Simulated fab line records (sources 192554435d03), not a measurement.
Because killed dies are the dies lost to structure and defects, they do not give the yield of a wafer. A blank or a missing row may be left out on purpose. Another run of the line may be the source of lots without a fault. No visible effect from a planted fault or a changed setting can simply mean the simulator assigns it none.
Chamber matching + flow n5Finfet + N5_HKMG_FIN_STRIP_92 on rieDiel-05: 4 sister chambers
The step strips SOC in N2/H2, time 20 s. 4 wafers are shown with their chamber, then 8 later ones without.

== WAFERS, EACH WITH ITS CHAMBER ==
| wafer  | chamber | showerheadPlenumPTorr (Torr) |
|--------|---------|------------------------------|
| L077.2 | 1       | 3.32                         |
| L085.2 | 2       | 3.53                         |
| L085.4 | 0       | 3.14                         |
| L087.3 | 3       | 3.46                         |

== WAFERS MISSING THEIR CHAMBER ==
| wafer  | showerheadPlenumPTorr (Torr) |
|--------|------------------------------|
| L087.4 | 3.31                         |
| L087.5 | 3.31                         |
| L088.1 | 3.31                         |
| L088.2 | 3.13                         |
| L088.5 | 3.31                         |
| L097.1 | 3.13                         |
| L097.3 | 3.30                         |
| L097.6 | 3.30                         |

== CHAMBER TAKEN BY EACH ==
| wafer  | from the rows above | in truth |
|--------|---------------------|----------|
| L087.4 | 1                   | 1        |
| L087.5 | 1                   | 1        |
| L088.1 | 1                   | 1        |
| L088.2 | 0                   | 0        |
| L088.5 | 1                   | 1        |
| L097.1 | 0                   | 0        |
| L097.3 | 1                   | 1        |
| L097.6 | 1                   | 1        |
Placed correctly: 8 of 8. Can't be placed from these rows: 0. Placed wrongly: 0.
How it was worked out, from the rows above alone: a wafer's distance from a chamber is the root of the sum, over the readings, of the square of ((its reading less the chamber's mean) divided by the reading's scatter). If the next closest chamber is less than 2 further off than the closest, the wafer can't be placed; otherwise it belongs to the closest. A chamber's mean is the mean of its shown wafers. The scatter: root of mean squared gap, hidden wafer to nearest shown wafer, with one shown wafer a chamber.
